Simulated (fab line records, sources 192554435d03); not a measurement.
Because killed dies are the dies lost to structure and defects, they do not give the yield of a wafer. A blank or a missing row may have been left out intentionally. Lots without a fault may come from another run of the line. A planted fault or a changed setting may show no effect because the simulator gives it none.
Matching of chambers    flow n5 finfet    N5_BEOL_M7_DEP_56 on pecvd-04: 3 sister chambers
The step deposits SiCN from 3MS/NH3, target thk 10 nm, time 17.5 s. 6 wafers are shown with their chamber, then 12 later ones without.

## WAFERS WITH THEIR CHAMBER
wafer   chamber  showerhead plenum p Torr (Torr)  throttle valve pct (%)
L086.2  2        3.679                            8.6
L086.4  2        3.677                            8.5
L086.6  0        3.678                            9.5
L088.1  1        3.646                            8.9
L088.3  0        3.681                            9.5
L088.6  1        3.647                            8.6

## WAFERS WHOSE CHAMBER IS MISSING
wafer   showerhead plenum p Torr (Torr)  throttle valve pct (%)
L091.1  3.678                            9.6
L091.2  3.688                            8.5
L091.6  3.672                            9.3
L093.1  3.672                            9.5
L093.2  3.689                            9.0
L093.3  3.640                            8.6
L093.4  3.641                            8.6
L093.5  3.681                            9.5
L093.6  3.677                            9.0
L096.2  3.649                            8.6
L096.4  3.684                            8.8
L096.5  3.686                            9.5

## WHICH CHAMBER EACH WENT THROUGH
wafer   from the rows above      in truth
L091.1  0                        0
L091.2  2                        2
L091.6  can't be placed: 0 or 2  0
L093.1  0                        0
L093.2  can't be placed: 0 or 2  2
L093.3  1                        1
L093.4  1                        1
L093.5  0                        0
L093.6  can't be placed: 2 or 0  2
L096.2  1                        1
L096.4  can't be placed: 2 or 0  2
L096.5  0                        0
Placed correctly: 8 of 12. Can't be placed from these rows: 4 (the true chamber is among the candidates in 4). Placed wrongly: 0.
How it was worked out, from the rows above alone: a wafer's distance from a chamber is the root of the sum, over the readings, of the square of ((its reading less the chamber's mean) divided by the reading's scatter). The wafer belongs to the nearest chamber; if the next one is less than 2 further off, it can't be placed. Each chamber's mean is taken over the wafers shown for it. The scatter: the root of (the sum of the squares of (reading less its chamber's mean) over the shown wafers, divided by (wafers less chambers)).
